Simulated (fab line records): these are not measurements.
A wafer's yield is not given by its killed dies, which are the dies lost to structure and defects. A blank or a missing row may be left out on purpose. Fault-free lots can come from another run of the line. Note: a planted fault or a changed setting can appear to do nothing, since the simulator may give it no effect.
fab line records	flow n5_finfet
record: lots: 4	wafers: 12	last_day: 16
route steps=1938 shown BEOL_M4@1099 BEOL_M5@1112 BEOL_M15@1809 PASSIVATION@1936
lots that met no fault: taken from a fault-free run of the same line
start_h: hours from the record's opening day to when the first of the lot's shown wafers began	wait_h: hours since the lot's step before	" the same as in the row above	L1.1+2: a single row standing in for several wafers	- either no value or no given start	* or withheld: withheld	< > ~ a bound
route shown NAME@n: a module of which the file shows steps, and the number in the route of the first	usual: mean and standard deviation over wafers with no fault	same: alike in all rows	chamber/n: place in a boat	sites: per-site readings	_std_site: standard deviation of those values	_edge_site: inner sites' mean taken away from outer sites' mean	radius_mm: how far each site lies from the wafer's centre	mask NAME#n: copy n	behind: the last tool/chamber to shape the wafer	hold: why the lot went on hold/how many hours it stayed there/how the hold came to an end	device: the transistor (n, p or np) that didn't switch	end of line: tests of these same wafers at the route's end	a step given without rows: its recipe and nothing more	killed: count of dies lost to structure and defects at first sort (not the wafer's yield)	map: the dies of a wafer, with x for killed, . for not killed, _ for no die there
set.NAME: the setting as run; set.NAME@STEP: as run at that earlier step	model.NAME: the simulator's own value behind a step, which no gauge read
a table for each step, a row for each wafer; lots at some steps of the route
services: from which hour (start_h, from the record's first day; less than 0 if before it) a tool's chamber was out of use, for how many hours, and why
== steps ==
step: N5_BEOL_M4_ANNEAL_95
recipe: temp_c: 400	time_s: 240	ambient: vacuum
step: N5_BEOL_M4_SPUTTER_96
recipe: material: Cu	target_thk_a: 45	temp_c: -20	chamber_pressure_pa: 0.07	power_w: withheld	time_s: 8.29
step: N5_BEOL_M4_ECD_50
recipe: material: Cu	target_thk_a: 3000
step: N5_BEOL_M4_ANNEAL_51
recipe: temp_c: 225	time_s: 90	ambient: N2
step: N5_BEOL_M4_CMP_52
recipe: stop_on: SiOC	t_overpolish_s: 6.8	down_force_psi: 1	platen_rpm: 50	clearing_platen_down_force_psi: 1.5	clearing_platen_rpm: 50	post_cmp_clean: cu_alkaline	target_thk_nm: 40	clearing_platen_pad_velocity_m_s: 0.99484	pad_velocity_m_s: 0.99484
step: N5_BEOL_M4_PRE_CLEAN_60
recipe: gas: NH3/H2	time_s: 15	temp_c: *	rf_power_w: 300
step: N5_BEOL_M4_CO_CAP_55
recipe: material: Co	target_thk_a: 20	temp_c: 200	precursor: CCTBA/H2	pressure_torr: 30	time_s: 102.1
step: N5_BEOL_M4_PRE_CLEAN_56
recipe: gas: NH3	time_s: 15	temp_c: withheld	rf_power_w: 300
step: N5_BEOL_M4_DEP_57
recipe: material: SiCN	target_thk_a: 80	temp_c: withheld	precursor: 3MS/NH3	pressure_torr: 3	rf_w: 202	time_s: 14
step: N5_BEOL_M4_RC_MEAS_101
usual: DIBL_N: 37.5/2	DIBL_P: 37.5/2.5	IOFF_N: 0.18/0.042	IOFF_P: 0.24/0.046	ION_N: 677/15	ION_P: 464/9.5	SS_N: 72.0/0.76	SS_P: 73.6/0.79	VT_N: 249/3.5	VT_P: -249/3.2
lot.wafer	tool	chamber	start_h	wait_h	DIBL_N[mV/V]	DIBL_P[mV/V]	IOFF_N[nA/um]	IOFF_P[nA/um]	ION_N[uA/um]	ION_P[uA/um]	SS_N[mV/dec]	SS_P[mV/dec]	VT_N[mV]	VT_P[mV]
L465.2	prober-01	0	225.04	0.2	40.0	42.0	0.24	0.31	682	461	72.6	75.7	247	-248
L465.5	"	0	"	"	37.6	39.6	0.19	0.26	683	468	71.8	73.9	250	-248
L465.6	"	0	"	"	38.4	39.7	0.24	0.28	680	467	72.7	75.1	249	-246
L468.4	prober-02	0	247.66	0.5	38.5	38.1	0.20	0.23	670	453	73.3	74.0	248	-253
L468.5	"	0	"	"	38.6	39.0	0.20	0.24	684	460	72.6	74.3	249	-250
L468.6	"	0	"	"	36.4	36.3	0.17	0.21	672	459	71.6	73.0	253	-252
L472.3	prober-01	0	267.09	0.3	38.3	39.4	0.21	0.27	678	468	71.9	74.3	247	-248
L472.4	"	0	"	"	35.8	36.5	0.16	0.22	679	473	71.4	73.4	251	-251
L472.5	"	0	"	"	32.1	31.8	0.11	0.16	666	470	70.4	72.3	254	-256
L473.4	prober-01	0	274.13	0.5	40.1	39.0	0.21	0.26	674	465	72.5	73.9	246	-244
L473.5	"	0	"	"	40.2	38.9	0.20	0.27	671	464	72.6	74.6	248	-246
L473.6	"	0	"	"	38.5	38.0	0.18	0.27	680	470	72.1	73.4	248	-247
step: N5_BEOL_M5_ILD_DEP_00
recipe: material: SiCOH_lowk	target_thk_a: 1406.4	temp_c: 300	precursor: DEMS/porogen	pressure_torr: 5	rf_w: 500	time_s: 25.9
step: N5_BEOL_M5_CURE_79
recipe: temp_c: 385	time_s: 240	ambient: He/Ar	material: SiCOH_lowk
step: N5_BEOL_M5_PECVD_70
recipe: material: SiO2	target_thk_a: 160	temp_c: 400	precursor: TEOS/O2	pressure_torr: 5.5	rf_w: 450	teos_flow_sccm: 53.8	gas: O2	flow_sccm: 3000	time_s: 18
step: N5_BEOL_M5_HM_DEP_02
recipe: material: TiN	target_thk_a: 200	temp_c: 25	chamber_pressure_pa: 0.49996
step: N5_BEOL_M5_COAT_59
recipe: resist: SOC	temp_c: 250	time_s: 60	spin_rpm: 1500	resist_thk_nm: 60
step: N5_BEOL_M5_COAT_60
recipe: resist: SiARC	temp_c: 220	time_s: 60	spin_rpm: 1500	resist_thk_nm: 12
step: N5_BEOL_M5_COAT_71
recipe: resist: underlayer	temp_c: 205	time_s: 60	spin_rpm: 1500	resist_thk_nm: 5
step: N5_BEOL_M5_COAT_05
recipe: resist: CAR-EUV	spin_rpm: 1500	resist_thk_nm: 30
step: N5_BEOL_M5_EBR_07
recipe: solvent: PGMEA	ebr_width_mm: 1.5
step: N5_BEOL_M5_SOFTBAKE_06
recipe: temp_c: 110	time_s: 60	resist: CAR-EUV
step: N5_BEOL_M5_EXPOSE_08
recipe: mask_id: M5	na: 0.33	source_shape: annular	sigma_inner: 0.4	sigma_outer: 0.8	polarization: unpolarized	target_cd_nm: 28	dose_mj: 35.75
step: N5_BEOL_M5_PEB_09
recipe: peb_temp_c: 100	peb_time_s: 60	resist: CAR-EUV
step: N5_BEOL_M5_DEVELOP_10
recipe: develop_time_s: 30	developer: TMAH	resist: CAR-EUV	rinse_liquid: surfactant_rinse	dry: air_spin	dev_temp_c: 23
step: N5_BEOL_M5_DESCUM_16
recipe: chemistry: O2	time_s: 7	source_power_w: 50	bias_power_w: 20	pressure_mtorr: 20	rf_frequency_hz: 2.712e+07	temp_c: 40	resist: CAR-EUV	o2_flow_sccm: 225
step: N5_BEOL_M5_ETCH_72
recipe: chemistry: N2/H2	target: underlayer	target_depth_a: 65	mask_material: CAR-EUV	time_s: 5.2	ion_energy_ev: 200	pressure_mtorr: 30	source_w: 840	bias_w: 150	n2_flow_sccm: 200	h2_flow_sccm: 200	ends: cleared
step: N5_BEOL_M5_ETCH_61
recipe: chemistry: CF4	target: SiARC	target_depth_a: 156	mask_material: CAR-EUV	time_s: 26	ion_energy_ev: 80	pressure_mtorr: 40	source_w: 545	bias_w: 36	Ar_flow_sccm: 100	cf4_flow_sccm: 100	ends: cleared
step: N5_BEOL_M5_ETCH_62
recipe: chemistry: N2/H2	target: SOC	target_depth_a: 750	overetch_a: 150	mask_material: SiARC	temp_c: 40	time_s: 112.5	ion_energy_ev: 200	pressure_mtorr: 30	source_w: 840	bias_w: 150	n2_flow_sccm: 200	h2_flow_sccm: 200
step: N5_BEOL_M5_STRIP_63
recipe: chemistry: N2/H2	temp_c: 40	n2_flow_sccm: 200	h2_flow_sccm: 200	rf_frequency_hz: 6e+07
step: N5_BEOL_M5_STRIP_73
recipe: chemistry: N2/H2	temp_c: 40	n2_flow_sccm: 200	h2_flow_sccm: 200	rf_frequency_hz: 6e+07
step: N5_BEOL_M5_STRIP_64
recipe: chemistry: CF4	resist: SiARC	power_w: 300	bias_power_w: 75	pressure_mtorr: 50	cf4_flow_sccm: 150	rf_frequency_hz: 6e+07
step: N5_BEOL_M5_HM_OPEN_17
recipe: chemistry: Cl2/BCl3	target_depth_a: 200	overetch_a: 60	target: TiN	mask_material: SOC	ion_energy_ev: 150	pressure_mtorr: 10	icp_w: 1000	bias_w: 126	Cl2_flow_sccm: 53.25	bcl3_flow_sccm: 21.75	Ar_flow_sccm: 25
step: N5_BEOL_M5_STRIP_19
recipe: chemistry: O2	power_w: 400	temp_c: 40	pressure_mtorr: 30	rf_frequency_hz: 6e+07	bias_power_w: 0	overash_fraction: 0.2	o2_flow_sccm: 225
step: N5_BEOL_M5_COAT_65
recipe: resist: SOC	temp_c: 250	time_s: 60	spin_rpm: 1500	resist_thk_nm: 60
step: N5_BEOL_M5_COAT_66
recipe: resist: SiARC	temp_c: 220	time_s: 60	spin_rpm: 1500	resist_thk_nm: 12
step: N5_BEOL_M15_TRENCH_ETCH_34
recipe: chemistry: C4F8/O2/Ar	target: SiO2	target_depth_a: 8729.3	he_inner_torr: 15	he_outer_torr: 30	time_s: 199	ion_energy_ev: 800	pressure_mtorr: 20	source_w: 1905	bias_w: 2040	Ar_flow_sccm: 400	C4F8_flow_sccm: 16	O2_flow_sccm: 12
usual: C4F8_flow_sccm: 16.00/0.05	O2_flow_sccm: 12.00/0.035	drypump_motor_current_A: 5.8/0.36	mfc_ar_sccm: 400.1/1.2	oes_product_au: 0.77/0.1	rf_vpp_V: 2227/63	showerhead_plenum_p_Torr: 3.42/0.096	throttle_valve_pct: 30.9/0.41
lot.wafer	tool	chamber	start_h	wait_h	C4F8_flow_sccm	O2_flow_sccm	drypump_motor_current_A	mfc_ar_sccm	oes_product_au	rf_hours_counter_h	rf_vpp_V	showerhead_plenum_p_Torr	throttle_valve_pct	model.coat_of_BEOL_M15_COAT_22.thk_nm
L465.2	rie_diel-01	3	308.63	0.0	-	-	-	-	-	-	-	-	-	720.6
L465.5	"	0	"	"	-	-	-	-	-	-	-	-	-	713.8
L465.6	"	3	"	"	-	-	-	-	-	-	-	-	-	722.6
L468.4	rie_diel-03	1	326.40	0.0	-	-	-	-	-	-	-	-	-	719.6
L468.5	"	2	"	"	-	-	-	-	-	-	-	-	-	721
L468.6	"	3	"	"	-	-	-	-	-	-	-	-	-	720.2
L472.3	rie_diel-03	2	353.54	0.0	15.96	12.03	6.0	400.8	0.91	41	2234	3.60	30.9	528.2
L472.4	"	1	"	"	15.99	11.98	6.3	398.1	0.72	215	2245	3.54	31.4	549.4
L472.5	"	0	"	"	15.95	11.92	5.7	400.7	0.69	-	2313	3.50	30.7	544.4
L473.4	rie_diel-01	3	353.99	0.0	15.90	11.97	5.4	399.3	0.68	228	2239	3.42	31.1	556
L473.5	"	1	"	"	15.98	12.02	5.5	398.3	0.69	-	2146	3.44	31.4	542.4
L473.6	"	0	"	"	16.05	12.02	5.7	399.1	0.95	-	2287	3.36	30.2	525.6
step: N5_BEOL_M15_CMP_49
recipe: stop_on: SiO2	t_overpolish_s: 4.9	down_force_psi: 2	platen_rpm: 80	clearing_platen_down_force_psi: 2	clearing_platen_rpm: 80	post_cmp_clean: cu_alkaline	target_thk_nm: 850	clearing_platen_pad_velocity_m_s: 1.5917	pad_velocity_m_s: 1.5917
usual: motor_current_A: 8.5/0.67
lot.wafer	tool	chamber	start_h	wait_h	motor_current_A	model.Cu_of_BEOL_M15_ECD_47.thk_nm
L465.2	cmp-02	0	312.26	0.3	8.9	0
L465.6	"	1	"	"	8.4	0
L465.5	"	2	"	"	8.7	0
L468.4	cmp-03	2	328.84	0.2	8.9	0
L468.5	"	0	"	"	8.1	0
L468.6	"	1	"	"	9.5	0
L472.4	cmp-04	0	357.24	0.4	8.4	836.8
L472.3	"	1	"	"	8.8	870.8
L472.5	"	2	"	"	7.1	820.6
L473.4	cmp-04	3	358.31	0.3	8.2	808.2
L473.6	"	3	"	"	8.1	900.6
L473.5	"	0	"	"	8.2	850
step: N5_BEOL_M15_THK_MEAS_50
recipe: thk_meas_gauge: xrf	reads: Cu_of_BEOL_M15_ECD_47
usual: M15_THK: 857/25
lot.wafer	tool	chamber	start_h	wait_h	M15_THK[nm]
L465.2	film_metro-01	-	312.44	-	-
L465.5	"	-	"	"	-
L465.6	"	-	"	"	-
L468.4	film_metro-02	-	329.06	-	-
L468.5	"	-	"	"	-
L468.6	"	-	"	"	-
L472.3	film_metro-01	-	357.46	-	877
L472.4	"	-	"	"	844
L472.5	"	-	"	"	831
L473.4	film_metro-01	-	358.61	-	822
L473.5	"	-	"	"	867
L473.6	"	-	"	"	919
step: N5_BEOL_M15_RS_MEAS_54
recipe: thk_meas_gauge: four-point-probe	reads: Cu_of_BEOL_M15_ECD_47+Ta_of_BEOL_M15_SPUTTER_44+TaN_of_BEOL_M15_SPUTTER_43
usual: M15_RS: 0.0216/0.00062
lot.wafer	tool	chamber	start_h	wait_h	M15_RS[ohm/sq]
L465.2	film_metro-02	-	312.57	0.1	33.727
L465.5	"	-	"	"	33.085
L465.6	"	-	"	"	33.358
L468.4	film_metro-01	-	329.19	0.0	33.074
L468.5	"	-	"	"	33.131
L468.6	"	-	"	"	32.628
L472.3	film_metro-01	-	357.59	0.1	0.0210
L472.4	"	-	"	"	0.0219
L472.5	"	-	"	"	0.0224
L473.4	film_metro-02	-	358.74	0.0	0.0227
L473.5	"	-	"	"	0.0216
L473.6	"	-	"	"	0.0203
step: N5_PASSIVATION_PROBE_49
usual: defect_limited_yield: 91.8/1.5	killed_at_M0_to_M3: 33/11	killed_at_M4_up: 13/5	killed_at_contacts: 11/5.6	killed_at_front_end: 36/12	killed_at_other: 3.4/2.5	killed_dies: 97/18	killed_on_rim: 12/4.2	killed_open: 64/13	killed_short: 31/6.9	sort_bin_5_function: 4.8/1	sort_bin_6_memory: 3.1/0.64	sort_n_pass: 1083/18	sort_yield_pct: 91.8/1.5
same: gross_dies: 1180	killed_at_back_side: 0	sort_bin_4_leakage[%]: 0	sort_bin_8_speed[%]: 0
lot.wafer	tool	chamber	start_h	wait_h	defect_limited_yield[%]	killed_at_M0_to_M3	killed_at_M4_up	killed_at_contacts	killed_at_front_end	killed_at_other	killed_dies	killed_on_rim	killed_open	killed_short	sort_bin_5_function[%]	sort_bin_6_memory[%]	sort_n_pass	sort_yield_pct[%]
L465.2	prober-01	-	325.50	0.1	0	34	1093	15	36	2	1180	152	68	32	96.5	3.1	0	0
L465.5	prober-01	-	325.65	0.2	0	36	1084	18	41	1	1180	152	68	43	96.1	3.3	0	0
L465.6	prober-01	-	325.70	0.3	0	19	1113	9	37	2	1180	152	64	24	96.4	3.4	0	0
L468.4	prober-02	-	348.07	0.2	0	40	1090	17	29	4	1180	152	72	33	96.7	2.9	0	0
L468.5	prober-02	-	348.12	0.2	0	24	1100	23	30	3	1180	152	63	31	97.0	2.5	0	0
L468.6	prober-02	-	348.17	0.3	0	22	1099	19	34	6	1180	152	60	34	96.9	3.1	0	0
L472.3	prober-02	-	370.18	0.1	89.7	49	17	10	42	3	121	12	83	36	6.6	3.3	1059	89.7
L472.4	prober-02	-	370.23	0.2	92.3	31	15	15	30	0	91	14	61	30	4.2	3.3	1089	92.3
L472.5	prober-02	-	370.28	0.2	90.6	39	19	21	26	6	111	15	65	42	5.6	3.1	1069	90.6
L473.4	prober-01	-	374.10	0.2	93.1	19	3	12	41	6	81	11	51	29	3.3	3.1	1099	93.1
L473.5	prober-01	-	374.15	0.2	93.5	12	12	5	45	3	77	15	35	30	3.1	2.6	1103	93.5
L473.6	prober-01	-	374.20	0.3	90.9	39	18	10	33	7	107	14	58	43	5.3	2.8	1073	90.9
killed by level:class
L465.2 BEOL_M15:area_etch=1076 MOL_CONTACT_COAG:geometric_particle:open=12 FIN_SAQP:geometric_particle:open=11 BEOL_M0_SAQP:geometric_particle:open=8 BEOL_M0_SAQP:geometric_particle:short=7 BEOL_M2:geometric_particle:open=7 FIN_SAQP:geometric_particle:short=5 BEOL_M1:geometric_particle:open=5
L465.5 BEOL_M15:area_etch=1067 STI_FIN_REVEAL:geometric_particle:open=14 MOL_CONTACT_COAG:geometric_particle:open=12 BEOL_M4:geometric_particle:open=11 BEOL_M0_SAQP:geometric_particle:short=10 BEOL_M3:geometric_particle:open=8 FIN_SAQP:geometric_particle:short=7 FIN_SAQP:geometric_particle:open=6
L465.6 BEOL_M15:area_etch=1091 DUMMY_GATE:geometric_particle:open=8 MOL_CONTACT_COAG:geometric_particle:open=8 BEOL_M4:geometric_particle:open=8 FIN_SAQP:geometric_particle:open=7 BEOL_M1:geometric_particle:open=5 BEOL_M3:geometric_particle:open=5 STI_FIN_REVEAL:geometric_particle:open=4
L468.4 BEOL_M15:area_etch=1072 BEOL_M0_SAQP:geometric_particle:short=15 BEOL_M0_SAQP:geometric_particle:open=13 MOL_CONTACT_COAG:geometric_particle:open=10 BEOL_M1:geometric_particle:open=8 FIN_SAQP:geometric_particle:open=7 STI_FIN_REVEAL:geometric_particle:open=7 BEOL_M4:geometric_particle:open=6
L468.5 BEOL_M15:area_etch=1083 MOL_CONTACT_COAG:geometric_particle:open=18 BEOL_M0_SAQP:geometric_particle:short=8 BEOL_M0_SAQP:geometric_particle:open=7 FIN_SAQP:geometric_particle:open=6 DUMMY_GATE:geometric_particle:open=6 MOL_CONTACT_COAG:geometric_particle:short=5 FIN_SAQP:geometric_particle:short=4
L468.6 BEOL_M15:area_etch=1085 MOL_CONTACT_COAG:geometric_particle:open=17 BEOL_M0_SAQP:geometric_particle:open=11 FIN_SAQP:geometric_particle:short=10 FIN_SAQP:geometric_particle:open=8 BEOL_M0_SAQP:geometric_particle:short=8 DUMMY_GATE:geometric_particle:open=6 BEOL_M5:geometric_particle:open=4
L472.3 BEOL_M3:geometric_particle:open=12 BEOL_M2:geometric_particle:open=10 MOL_CONTACT_COAG:geometric_particle:open=10 FIN_SAQP:geometric_particle:open=7 STI_FIN_REVEAL:geometric_particle:open=7 GATE_CUT:geometric_particle:short=7 BEOL_M1:geometric_particle:open=7 BEOL_M0_SAQP:geometric_particle:open=6
L472.4 MOL_CONTACT_COAG:geometric_particle:open=10 FIN_SAQP:geometric_particle:open=6 BEOL_M0_SAQP:geometric_particle:open=6 BEOL_M0_SAQP:geometric_particle:short=6 GATE_CUT:geometric_particle:short=5 MOL_CONTACT_COAG:geometric_particle:short=5 BEOL_M3:geometric_particle:open=5 BEOL_M0:geometric_particle:open=5
L472.5 MOL_CONTACT_COAG:geometric_particle:open=15 BEOL_M0_SAQP:geometric_particle:short=9 BEOL_M0_SAQP:geometric_particle:open=7 FIN_SAQP:geometric_particle:short=6 STI_FIN_REVEAL:geometric_particle:open=6 BEOL_M2:geometric_particle:open=6 BEOL_M1:geometric_particle:open=5 MOL_CONTACT_COAG:geometric_particle:short=5
L473.4 FIN_SAQP:geometric_particle:short=15 FIN_SAQP:geometric_particle:open=11 MOL_CONTACT_COAG:geometric_particle:open=8 BEOL_M3:geometric_particle:open=8 STI_FIN_REVEAL:geometric_particle:open=5 STARTING-WAFER:geometric_particle:open=4 MOL_CONTACT_COAG:geometric_particle:short=3 BEOL_M0_SAQP:geometric_particle:open=3
L473.5 FIN_SAQP:geometric_particle:open=11 FIN_SAQP:geometric_particle:short=10 HKMG_FIN:area_etch=8 GATE_CUT:geometric_particle:short=5 BEOL_M4:geometric_particle:short=5 MOL_CONTACT_COAG:geometric_particle:open=3 BEOL_M2:geometric_particle:open=3 SDB:geometric_particle:short=2
L473.6 BEOL_M3:geometric_particle:open=16 MOL_CONTACT_COAG:geometric_particle:open=9 BEOL_M0:geometric_particle:short=7 FIN_SAQP:geometric_particle:short=5 FIN_SAQP:geometric_particle:open=4 BEOL_M2:geometric_particle:open=4 BEOL_M6:geometric_particle:open=4 HKMG_FIN:area_etch=4
map L465.2 (x killed, . not)
_________________xxxxxxxxxxxx________________
______________xxxxxxxxxxxxxxxxxx_____________
___________xxxxxxxxxxxxxxxxxxxxxxxx__________
__________xxxxxxxxxxxxxxxxxxxxxxxxxx_________
________xxxxxxxxxxxxxxxxxxxxxxxxxxxxxx_______
_______xxxxxxxxxxxxxxxxxxxxxxxxxxxxxxxx______
______xxxxxxxxxxxxxxxxxxxxxxxxxxxxxxxxxx_____
_____xxxxxxxxxxxxxxxxxxxxxxxxxxxxxxxxxxxx____
____xxxxxxxxxxxxxxxxxxxxxxxxxxxxxxxxxxxxxx___
___xxxxxxxxxxxxxxxxxxxxxxxxxxxxxxxxxxxxxxxx__
___xxxxxxxxxxxxxxxxxxxxxxxxxxxxxxxxxxxxxxxx__
__xxxxxxxxxxxxxxxxxxxxxxxxxxxxxxxxxxxxxxxxxx_
__xxxxxxxxxxxxxxxxxxxxxxxxxxxxxxxxxxxxxxxxxx_
_xxxxxxxxxxxxxxxxxxxxxxxxxxxxxxxxxxxxxxxxxxxx
_xxxxxxxxxxxxxxxxxxxxxxxxxxxxxxxxxxxxxxxxxxxx
_xxxxxxxxxxxxxxxxxxxxxxxxxxxxxxxxxxxxxxxxxxxx
_xxxxxxxxxxxxxxxxxxxxxxxxxxxxxxxxxxxxxxxxxxxx
_xxxxxxxxxxxxxxxxxxxxxxxxxxxxxxxxxxxxxxxxxxxx
_xxxxxxxxxxxxxxxxxxxxxxxxxxxxxxxxxxxxxxxxxxxx
_xxxxxxxxxxxxxxxxxxxxxxxxxxxxxxxxxxxxxxxxxxxx
_xxxxxxxxxxxxxxxxxxxxxxxxxxxxxxxxxxxxxxxxxxxx
__xxxxxxxxxxxxxxxxxxxxxxxxxxxxxxxxxxxxxxxxxx_
__xxxxxxxxxxxxxxxxxxxxxxxxxxxxxxxxxxxxxxxxxx_
___xxxxxxxxxxxxxxxxxxxxxxxxxxxxxxxxxxxxxxxx__
___xxxxxxxxxxxxxxxxxxxxxxxxxxxxxxxxxxxxxxxx__
____xxxxxxxxxxxxxxxxxxxxxxxxxxxxxxxxxxxxxx___
_____xxxxxxxxxxxxxxxxxxxxxxxxxxxxxxxxxxxx____
______xxxxxxxxxxxxxxxxxxxxxxxxxxxxxxxxxx_____
_______xxxxxxxxxxxxxxxxxxxxxxxxxxxxxxxx______
________xxxxxxxxxxxxxxxxxxxxxxxxxxxxxx_______
__________xxxxxxxxxxxxxxxxxxxxxxxxxx_________
___________xxxxxxxxxxxxxxxxxxxxxxxx__________
______________xxxxxxxxxxxxxxxxxx_____________
_________________xxxxxxxxxxxx________________
map L468.4 (x killed, . not)
_________________xxxxxxxxxxxx________________
______________xxxxxxxxxxxxxxxxxx_____________
___________xxxxxxxxxxxxxxxxxxxxxxxx__________
__________xxxxxxxxxxxxxxxxxxxxxxxxxx_________
________xxxxxxxxxxxxxxxxxxxxxxxxxxxxxx_______
_______xxxxxxxxxxxxxxxxxxxxxxxxxxxxxxxx______
______xxxxxxxxxxxxxxxxxxxxxxxxxxxxxxxxxx_____
_____xxxxxxxxxxxxxxxxxxxxxxxxxxxxxxxxxxxx____
____xxxxxxxxxxxxxxxxxxxxxxxxxxxxxxxxxxxxxx___
___xxxxxxxxxxxxxxxxxxxxxxxxxxxxxxxxxxxxxxxx__
___xxxxxxxxxxxxxxxxxxxxxxxxxxxxxxxxxxxxxxxx__
__xxxxxxxxxxxxxxxxxxxxxxxxxxxxxxxxxxxxxxxxxx_
__xxxxxxxxxxxxxxxxxxxxxxxxxxxxxxxxxxxxxxxxxx_
_xxxxxxxxxxxxxxxxxxxxxxxxxxxxxxxxxxxxxxxxxxxx
_xxxxxxxxxxxxxxxxxxxxxxxxxxxxxxxxxxxxxxxxxxxx
_xxxxxxxxxxxxxxxxxxxxxxxxxxxxxxxxxxxxxxxxxxxx
_xxxxxxxxxxxxxxxxxxxxxxxxxxxxxxxxxxxxxxxxxxxx
_xxxxxxxxxxxxxxxxxxxxxxxxxxxxxxxxxxxxxxxxxxxx
_xxxxxxxxxxxxxxxxxxxxxxxxxxxxxxxxxxxxxxxxxxxx
_xxxxxxxxxxxxxxxxxxxxxxxxxxxxxxxxxxxxxxxxxxxx
_xxxxxxxxxxxxxxxxxxxxxxxxxxxxxxxxxxxxxxxxxxxx
__xxxxxxxxxxxxxxxxxxxxxxxxxxxxxxxxxxxxxxxxxx_
__xxxxxxxxxxxxxxxxxxxxxxxxxxxxxxxxxxxxxxxxxx_
___xxxxxxxxxxxxxxxxxxxxxxxxxxxxxxxxxxxxxxxx__
___xxxxxxxxxxxxxxxxxxxxxxxxxxxxxxxxxxxxxxxx__
____xxxxxxxxxxxxxxxxxxxxxxxxxxxxxxxxxxxxxx___
_____xxxxxxxxxxxxxxxxxxxxxxxxxxxxxxxxxxxx____
______xxxxxxxxxxxxxxxxxxxxxxxxxxxxxxxxxx_____
_______xxxxxxxxxxxxxxxxxxxxxxxxxxxxxxxx______
________xxxxxxxxxxxxxxxxxxxxxxxxxxxxxx_______
__________xxxxxxxxxxxxxxxxxxxxxxxxxx_________
___________xxxxxxxxxxxxxxxxxxxxxxxx__________
______________xxxxxxxxxxxxxxxxxx_____________
_________________xxxxxxxxxxxx________________
== services ==
tool	chamber	start_h	hours	kind
cmp-02	-	286.12	25.1	repair
cmp-03	-	286.72	6.2	pm
rie_diel-01	-	300.50	2.8	pm
cmp-04	-	317.77	1.3	repair
cmp-02	-	331.59	0.3	repair
cmp-03	-	343.74	17.0	pm
cmp-02	-	354.33	4.0	pm
rie_diel-01	1	356.71	-	clean
rie_diel-01	1	356.71	-	consumable_replace:focus_ring
rie_diel-01	1	356.71	25.9	scheduled_down
rie_diel-01	1	356.71	25.9	vent_cycle
cmp-02	-	358.33	-	consumable_replace:conditioner
cmp-02	-	358.33	-	consumable_replace:pad
== key ==
first_sign: step: N5_BEOL_M15_TRENCH_ETCH_34	reading: tool_record	direction: missing
effect: step: N5_BEOL_M15_THK_MEAS_50	reading: M15_THK	direction: missing
effect: step: N5_BEOL_M15_RS_MEAS_54	reading: M15_RS	direction: up	sigmas: 99+	usual: 0.0216	struck: 33.167
effect: step: N5_PASSIVATION_PROBE_49	reading: killed_at_M4_up	direction: up	sigmas: 99+	usual: 13	struck: 1096
model_effect: step: N5_BEOL_M15_TRENCH_ETCH_34	value: coat_of_BEOL_M15_COAT_22.thk_nm	without: 544.2	struck: 719.6
model_effect: step: N5_BEOL_M15_CMP_49	value: Cu_of_BEOL_M15_ECD_47.thk_nm	without: 847.6	struck: 0
more_kills_born_at: N5_BEOL_M15_TRENCH_ETCH_34@rie_diel-03: 3240	N5_BEOL_M15_TRENCH_ETCH_34@rie_diel-01: 3234
met_at N5_BEOL_M15_TRENCH_ETCH_34
struck_wafers L465.2,L465.5,L465.6,L468.4,L468.5,L468.6
later_rows_left_out L465.2,L465.5,L465.6,L468.4,L468.5,L468.6
fault: kind: skipped_step_whole	tool: rie_diel-01,rie_diel-03	chamber: -	onset_h: 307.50	steps: N5_BEOL_M15_TRENCH_ETCH_34	scope: struck_lots_only
later_rows_left_out: the simulator's readings of these wafers behind a module that went badly wrong aren't trusted and aren't shown, but for the sort
